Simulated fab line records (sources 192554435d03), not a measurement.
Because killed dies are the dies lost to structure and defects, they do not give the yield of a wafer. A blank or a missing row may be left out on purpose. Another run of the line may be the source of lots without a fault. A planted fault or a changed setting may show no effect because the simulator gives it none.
fab line records -- flow n5Finfet
record: lots: 6, wafers: 18, lastDay: 18
route steps=1938 shown BEOL_M14@1758
lots that met no fault: taken from a fault-free run of the same line
startH: the number of hours between the record's first day and the start of the first shown wafer of the lot -- waitH: how many hours have passed since the lot's step before this one -- " identical to the entry in the row above -- L1.1+2: one row covering several wafers at once -- - either no value or no given start -- * or withheld: withheld -- < > ~ a bound
route shown NAME@n: a module of which the file shows steps, and the number in the route of the first -- usual: average and standard deviation across the fault-free wafers -- same: alike in all rows -- chamber/n: place in a boat -- sites: the reading at each site -- _std_site: their standard deviation -- _edge_site: the outer-site mean with the inner-site mean subtracted -- radiusMm: how far each site lies from the wafer's centre -- mask NAME#n: copy n -- behind: the last tool/chamber to shape the wafer -- hold: why the lot went on hold/how many hours it stayed there/how the hold came to an end -- device: the n, p or np transistor that did not switch -- end of line: the route-end tests of the same wafers -- a step without rows: its recipe alone -- killed: at the first sort, the dies lost to defects and structure; wafer yield is something else -- map: a wafer's dies, x killed, . not, _ none there
set.NAME: the setting as run; set.NAME@STEP: as run at that earlier step -- model.NAME: the simulator's own value behind a step, which no gauge read
certain route steps with their lots: each step a table, each wafer a row
services: the hour from which a tool's chamber was out of use, counted from the record's first day as startH (under 0 if before that day), plus the number of hours and why
== steps ==
step: N5_BEOL_M14_PRECLEAN_39
recipe: chemistry: residueRemover, timeS: 60, tempC: 40
step: N5_BEOL_M14_SRD_40
recipe: timeS: 30, tempC: 23, rinseLiquid: diw, dry: n2Spin, spinRpm: 1500, dryTimeS: 30
step: N5_BEOL_M14_DEGAS_41
recipe: ambient: vacuum, tempC: 300, timeS: 60
step: N5_BEOL_M14_PRE_CLEAN_42
recipe: gas: H2/He, timeS: 30, tempC: 300
step: N5_BEOL_M14_SPUTTER_43
recipe: material: TaN, targetThkA: 150, tempC: 50, biasV: 168.6, powerW: 15000, chamberPressurePa: 0.12, timeS: 24.19
usual: throttleValvePct: 29.6/1.2
lot.wafer,tool,chamber,startH,waitH,throttleValvePct
L232.1,pvdSputter-02,-,253.23,0.0,28.1
L232.2,pvdSputter-02,-,253.23,0.0,31.1
L232.3,pvdSputter-02,-,253.23,0.0,29.0
L234.1,pvdSputter-03,-,270.12,0.0,30.4
L234.4,pvdSputter-03,-,270.12,0.0,27.8
L234.6,pvdSputter-03,-,270.12,0.0,30.4
L236.1,pvdSputter-02,-,299.99,0.0,30.8
L236.3,pvdSputter-02,-,299.99,0.0,28.0
L236.4,pvdSputter-02,-,299.99,0.0,29.0
L244.1,pvdSputter-03,-,332.74,0.0,30.9
L244.2,pvdSputter-03,-,332.74,0.0,30.3
L244.6,pvdSputter-03,-,332.74,0.0,30.2
L252.2,pvdSputter-02,-,383.69,0.0,31.4
L252.3,pvdSputter-02,-,383.69,0.0,29.0
L252.4,pvdSputter-02,-,383.69,0.0,30.8
L254.3,pvdSputter-03,-,401.34,0.0,30.2
L254.5,pvdSputter-03,-,401.34,0.0,31.0
L254.6,pvdSputter-03,-,401.34,0.0,30.0
step: N5_BEOL_M14_SPUTTER_44
recipe: material: Ta, targetThkA: 150, tempC: 50, biasV: 80, powerW: 15000, chamberPressurePa: 0.07, timeS: 24.19
usual: throttleValvePct: 29.7/1.3
lot.wafer,tool,chamber,startH,waitH,throttleValvePct
L232.1,pvdSputter-02,-,253.31,0.0,27.9
L232.2,pvdSputter-02,-,253.31,0.0,31.2
L232.3,pvdSputter-02,-,253.31,0.0,29.1
L234.1,pvdSputter-03,-,270.20,0.0,30.6
L234.4,pvdSputter-03,-,270.20,0.0,28.2
L234.6,pvdSputter-03,-,270.20,0.0,31.2
L236.1,pvdSputter-02,-,300.07,0.0,30.7
L236.3,pvdSputter-02,-,300.07,0.0,28.0
L236.4,pvdSputter-02,-,300.07,0.0,29.3
L244.1,pvdSputter-03,-,332.82,0.0,30.8
L244.2,pvdSputter-03,-,332.82,0.0,30.3
L244.6,pvdSputter-03,-,332.82,0.0,29.9
L252.2,pvdSputter-02,-,383.77,0.0,31.4
L252.3,pvdSputter-02,-,383.77,0.0,28.9
L252.4,pvdSputter-02,-,383.77,0.0,31.1
L254.3,pvdSputter-03,-,401.42,0.0,30.2
L254.5,pvdSputter-03,-,401.42,0.0,30.7
L254.6,pvdSputter-03,-,401.42,0.0,30.2
step: N5_BEOL_M14_SPUTTER_45
recipe: material: Cu, targetThkA: 1000, tempC: -20, biasV: 60, powerW: 26000, chamberPressurePa: 0.13, timeS: 16.67
usual: throttleValvePct: 29.7/1.3
lot.wafer,tool,chamber,startH,waitH,throttleValvePct
L232.1,pvdSputter-02,-,253.39,0.0,28.2
L232.2,pvdSputter-02,-,253.39,0.0,31.5
L232.3,pvdSputter-02,-,253.39,0.0,29.3
L234.1,pvdSputter-03,-,270.28,0.0,30.5
L234.4,pvdSputter-03,-,270.28,0.0,28.0
L234.6,pvdSputter-03,-,270.28,0.0,30.9
L236.1,pvdSputter-02,-,300.15,0.0,31.4
L236.3,pvdSputter-02,-,300.15,0.0,28.2
L236.4,pvdSputter-02,-,300.15,0.0,29.3
L244.1,pvdSputter-03,-,332.90,0.0,30.9
L244.2,pvdSputter-03,-,332.90,0.0,30.2
L244.6,pvdSputter-03,-,332.90,0.0,30.0
L252.2,pvdSputter-02,-,383.85,0.0,31.4
L252.3,pvdSputter-02,-,383.85,0.0,28.9
L252.4,pvdSputter-02,-,383.85,0.0,31.1
L254.3,pvdSputter-03,-,401.50,0.0,29.9
L254.5,pvdSputter-03,-,401.50,0.0,30.7
L254.6,pvdSputter-03,-,401.50,0.0,30.2
step: N5_BEOL_M14_ECD_47
recipe: material: Cu, targetThkA: 12480
step: N5_BEOL_M14_ANNEAL_48
recipe: tempC: 225, timeS: 90, ambient: N2
usual: wafer_temp_C_max: 225.83/0.24
lot.wafer,tool,chamber,startH,waitH,wafer_temp_C_max
L232.1,rtpAnneal-01,0,253.76,0.2,225.80
L232.2,rtpAnneal-01,0,253.76,0.2,226.22
L232.3,rtpAnneal-01,0,253.76,0.2,226.20
L234.1,rtpAnneal-02,0,270.70,0.3,225.88
L234.4,rtpAnneal-02,0,270.70,0.3,226.10
L234.6,rtpAnneal-02,0,270.70,0.3,225.95
L236.1,rtpAnneal-01,0,300.72,0.4,225.76
L236.3,rtpAnneal-01,0,300.72,0.4,226.09
L236.4,rtpAnneal-01,0,300.72,0.4,226.25
L244.1,rtpAnneal-01,0,333.80,0.7,225.81
L244.2,rtpAnneal-01,0,333.80,0.7,226.24
L244.6,rtpAnneal-01,0,333.80,0.7,225.82
L252.2,rtpAnneal-02,0,384.64,0.6,225.90
L252.3,rtpAnneal-02,0,384.64,0.6,225.71
L252.4,rtpAnneal-02,0,384.64,0.6,225.55
L254.3,rtpAnneal-02,0,401.90,0.2,226.24
L254.5,rtpAnneal-02,0,401.90,0.2,226.16
L254.6,rtpAnneal-02,0,401.90,0.2,226.03
step: N5_BEOL_M14_CMP_49
recipe: stopOn: SiO2, tOverpolishS: 5.2, downForcePsi: 2, platenRpm: 80, clearingPlatenDownForcePsi: 2, clearingPlatenRpm: 80, postCmpClean: cuAlkaline, targetThkNm: 560, clearingPlatenPadVelocityMS: 1.5917, padVelocityMS: 1.5917
usual: barrierFieldEndpointS: 11.43/0.3, motorCurrentA: 8.0/1.2, overpolishRunS: 5.200/0.0095, padLifeWafers: 1068/520, retainingRingPressureFrac: 1.000/0.0048, timeToEndpointS: 122/4.4
lot.wafer,tool,chamber,startH,waitH,barrierFieldEndpointS,motorCurrentA,overpolishRunS,padLifeWafers,retainingRingPressureFrac,timeToEndpointS
L232.1,cmp-02,0,254.06,0.3,11.50,6.2,5.206,2052,1.004,127
L232.2,cmp-02,2,254.06,0.3,11.92,8.0,5.199,2054,1.000,129
L232.3,cmp-02,3,254.06,0.3,11.69,7.4,5.195,2055,0.998,123
L234.1,cmp-02,2,271.07,0.3,11.50,8.5,5.219,32,1.001,123
L234.4,cmp-02,3,271.07,0.3,11.05,7.3,5.192,33,0.997,116
L234.6,cmp-02,0,271.07,0.3,11.43,6.2,5.202,-,0.996,123
L236.3,cmp-03,1,301.02,0.2,11.20,8.0,5.203,1182,0.999,124
L236.1,cmp-03,3,301.02,0.2,10.89,8.5,5.198,1184,0.997,121
L236.4,cmp-03,0,301.02,0.2,11.86,7.2,5.204,1185,0.999,131
L244.2,cmp-03,2,334.17,0.3,11.64,5.7,5.209,1454,0.998,125
L244.1,cmp-03,3,334.17,0.3,10.88,8.8,5.195,1455,0.998,114
L244.6,cmp-03,0,334.17,0.3,11.09,7.2,5.201,-,0.998,118
L252.3,cmp-02,1,384.89,0.2,11.18,8.1,5.199,1002,1.002,121
L252.2,cmp-02,3,384.89,0.2,11.27,7.6,5.211,1004,0.995,117
L252.4,cmp-02,0,384.89,0.2,11.58,6.5,5.190,1005,0.995,124
L254.3,cmp-02,2,402.18,0.2,12.12,8.0,5.198,1142,1.009,131
L254.6,cmp-02,0,402.18,0.2,11.84,6.1,5.206,-,0.999,124
L254.5,cmp-02,1,402.18,0.2,11.69,8.3,5.182,-,0.997,123
step: N5_BEOL_M14_THK_MEAS_50
recipe: thkMeasGauge: xrf, reads: Cu_of_BEOL_M14_ECD_47
usual: M14_THK: 563/16
lot.wafer,tool,chamber,startH,waitH,M14_THK[nm]
L232.1,filmMetro-01,-,254.35,-,550
L232.2,filmMetro-01,-,254.35,-,551
L232.3,filmMetro-01,-,254.35,-,556
L234.1,filmMetro-01,-,271.29,-,571
L234.4,filmMetro-01,-,271.29,-,564
L234.6,filmMetro-01,-,271.29,-,544
L236.1,filmMetro-01,-,301.31,-,528
L236.3,filmMetro-01,-,301.31,-,568
L236.4,filmMetro-01,-,301.31,-,563
L244.1,filmMetro-01,-,334.39,-,548
L244.2,filmMetro-01,-,334.39,-,552
L244.6,filmMetro-01,-,334.39,-,554
L252.2,filmMetro-02,-,385.19,-,573
L252.3,filmMetro-02,-,385.19,-,560
L252.4,filmMetro-02,-,385.19,-,582
L254.3,filmMetro-02,-,402.40,-,571
L254.5,filmMetro-02,-,402.40,-,568
L254.6,filmMetro-02,-,402.40,-,556
step: N5_BEOL_M14_PRE_CLEAN_52
recipe: gas: NH3, timeS: 15, tempC: withheld, rfPowerW: 300
step: N5_BEOL_M14_DEP_53
recipe: material: SiCN, targetThkA: 500, tempC: withheld, precursor: 3MS/NH3, pressureTorr: 3, rfW: 675, timeS: 17.8
usual: showerheadPlenumPTorr: 4.171/0.028, throttleValvePct: 17.5/0.78
lot.wafer,tool,chamber,startH,waitH,showerheadPlenumPTorr,sinceWetCleanH,throttleValvePct,model.SiCN_of_BEOL_M14_DEP_53.thkNm
L232.1,pecvd-03,1,254.42,0.0,4.162,2046,18.7,49.6
L232.2,pecvd-03,2,254.42,0.0,4.199,567,17.1,50.6
L232.3,pecvd-03,0,254.42,0.0,4.161,1321,16.8,50
L234.1,pecvd-03,1,271.36,0.0,4.166,2063,18.4,49.4
L234.4,pecvd-03,2,271.36,0.0,4.203,-,17.0,38.8
L234.6,pecvd-03,1,271.36,0.0,4.161,-,18.6,51.2
L236.1,pecvd-03,2,301.37,0.0,4.198,614,16.9,50
L236.3,pecvd-03,1,301.37,0.0,4.172,2093,18.5,38
L236.4,pecvd-03,0,301.37,0.0,4.194,-,17.0,39.8
L244.1,pecvd-01,0,334.45,0.0,4.198,857,17.2,49.8
L244.2,pecvd-01,2,334.45,0.0,4.113,103,16.6,48.8
L244.6,pecvd-01,1,334.45,0.0,4.165,-,18.7,50.6
L252.2,pecvd-04,2,385.25,0.0,4.151,508,17.9,49.6
L252.3,pecvd-04,0,385.25,0.0,4.136,1270,18.0,49.2
L252.4,pecvd-04,1,385.25,0.0,4.157,-,18.4,51
L254.3,pecvd-01,0,402.46,0.0,4.202,925,17.2,50.2
L254.5,pecvd-01,1,402.46,0.0,4.164,-,18.5,51
L254.6,pecvd-01,2,402.46,0.0,4.123,-,16.9,50.4
step: N5_BEOL_M14_RS_MEAS_54
recipe: thkMeasGauge: four-point-probe, reads: Cu_of_BEOL_M14_ECD_47+Ta_of_BEOL_M14_SPUTTER_44+TaN_of_BEOL_M14_SPUTTER_43
usual: M14_RS: 0.0339/0.00093
lot.wafer,tool,chamber,startH,waitH,M14_RS[ohm/sq]
L232.1,filmMetro-01,-,254.48,0.0,0.0344
L232.2,filmMetro-01,-,254.48,0.0,0.0345
L232.3,filmMetro-01,-,254.48,0.0,0.0339
L234.1,filmMetro-02,-,271.42,0.0,0.0331
L234.4,filmMetro-02,-,271.42,0.0,0.0335
L234.6,filmMetro-02,-,271.42,0.0,0.0349
L236.1,filmMetro-02,-,301.44,0.0,0.0358
L236.3,filmMetro-02,-,301.44,0.0,0.0331
L236.4,filmMetro-02,-,301.44,0.0,0.0335
L244.1,filmMetro-02,-,334.52,0.0,0.0349
L244.2,filmMetro-02,-,334.52,0.0,0.0348
L244.6,filmMetro-02,-,334.52,0.0,0.0347
L252.2,filmMetro-01,-,385.32,0.1,0.0339
L252.3,filmMetro-01,-,385.32,0.1,0.0345
L252.4,filmMetro-01,-,385.32,0.1,0.0333
L254.3,filmMetro-02,-,402.53,0.1,0.0340
L254.5,filmMetro-02,-,402.53,0.1,0.0342
L254.6,filmMetro-02,-,402.53,0.1,0.0348
== services ==
tool,chamber,startH,hours,kind
cmp-02,-,236.73,2.3,repair
rtpAnneal-01,-,243.40,3.5,pm
pecvd-03,2,248.24,-,calibration
pecvd-01,-,255.43,0.8,repair
cmp-02,-,263.21,4.0,pm
cmp-02,-,267.21,-,consumableReplace:conditioner
cmp-02,-,267.21,-,consumableReplace:pad
pecvd-03,0,272.97,3.5,repair
pvdSputter-02,-,288.76,8.9,repair
cmp-03,-,297.84,1.4,repair
pecvd-04,-,307.35,2.8,pm
pecvd-03,1,319.66,12.4,repair
cmp-03,-,329.41,1.3,repair
pecvd-01,-,330.04,1.3,repair
pecvd-03,0,339.32,30.1,repair
pecvd-03,1,341.31,2.1,scheduledDown
cmp-03,-,368.18,1.9,repair
pecvd-03,1,383.62,-,clean
pecvd-03,1,383.62,-,consumableReplace:showerhead
pecvd-03,1,383.62,29.0,scheduledDown
pecvd-03,1,383.62,29.0,ventCycle
cmp-03,-,393.14,0.6,repair
pecvd-04,-,398.25,0.9,repair
pecvd-03,-,398.42,6.0,pm
== key ==
firstSign none at tools or gauges
modelEffect: step: N5_BEOL_M14_DEP_53, value: SiCN_of_BEOL_M14_DEP_53.thkNm, without: 50.67, struck: 38.87
metAt N5_BEOL_M14_DEP_53
struckWafers L234.4,L236.3,L236.4
onsetBetween 254.42 271.36
fault: kind: processParameterDrift, tool: pecvd-03, chamber: -, onsetH: 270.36, steps: N5_BEOL_M14_DEP_53, channel: timeS, offset: *, shape: step, endH: 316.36, scope: struckWafersOnly, actsIn: *, stated: *
